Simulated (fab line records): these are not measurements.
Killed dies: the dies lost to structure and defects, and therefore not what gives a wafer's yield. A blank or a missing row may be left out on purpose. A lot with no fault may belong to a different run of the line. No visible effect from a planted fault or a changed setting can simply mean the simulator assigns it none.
Matching of chambers + flow n5_finfet + 4 sister chambers for N5_BEOL_M1_ETCH_69 on rie_diel-02
The step etches SiARC in CF4, target depth 15.6 nm, time 26 s. 4 wafers are shown with their chamber, then 12 later ones without.

## WAFERS PAIRED WITH THEIR CHAMBERS
| wafer  | chamber | drypump_motor_current_A (A) |
|--------|---------|-----------------------------|
| L087.2 | 0       | 4.8                         |
| L089.5 | 3       | 5.9                         |
| L092.2 | 2       | 6.1                         |
| L092.5 | 1       | 5.5                         |

## WAFERS WITHOUT THEIR CHAMBER
| wafer  | drypump_motor_current_A (A) |
|--------|-----------------------------|
| L093.1 | 4.8                         |
| L093.3 | 6.1                         |
| L093.5 | 5.6                         |
| L095.1 | 6.0                         |
| L095.2 | 5.9                         |
| L095.4 | 5.6                         |
| L094.1 | 6.0                         |
| L094.4 | 5.6                         |
| L094.5 | 4.8                         |
| L097.4 | 4.8                         |
| L097.5 | 5.6                         |
| L097.6 | 6.1                         |

## CHAMBER TAKEN BY EACH
| wafer  | from the rows above     | in truth |
|--------|-------------------------|----------|
| L093.1 | 0                       | 0        |
| L093.3 | 2                       | 2        |
| L093.5 | 1                       | 1        |
| L095.1 | can't be placed: 2 or 3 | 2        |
| L095.2 | 3                       | 3        |
| L095.4 | 1                       | 1        |
| L094.1 | can't be placed: 2 or 3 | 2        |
| L094.4 | 1                       | 1        |
| L094.5 | 0                       | 0        |
| L097.4 | 0                       | 0        |
| L097.5 | 1                       | 1        |
| L097.6 | 2                       | 2        |
Placed correctly: 10 of 12. Not placeable from these rows: 2 (in 2, the candidates include the true chamber). Placed wrongly: 0.
How it was worked out, from the rows above alone: a wafer's distance from a chamber is the root of the sum, over the readings, of the square of ((its reading less the chamber's mean) divided by the reading's scatter). If the next closest chamber is less than 2 further off than the closest, the wafer can't be placed; otherwise it belongs to the closest. For every chamber, the mean is computed from those of its wafers that are shown. The scatter: with one shown wafer a chamber, the root of the mean of the squares of how far each hidden wafer lies from its nearest shown one.
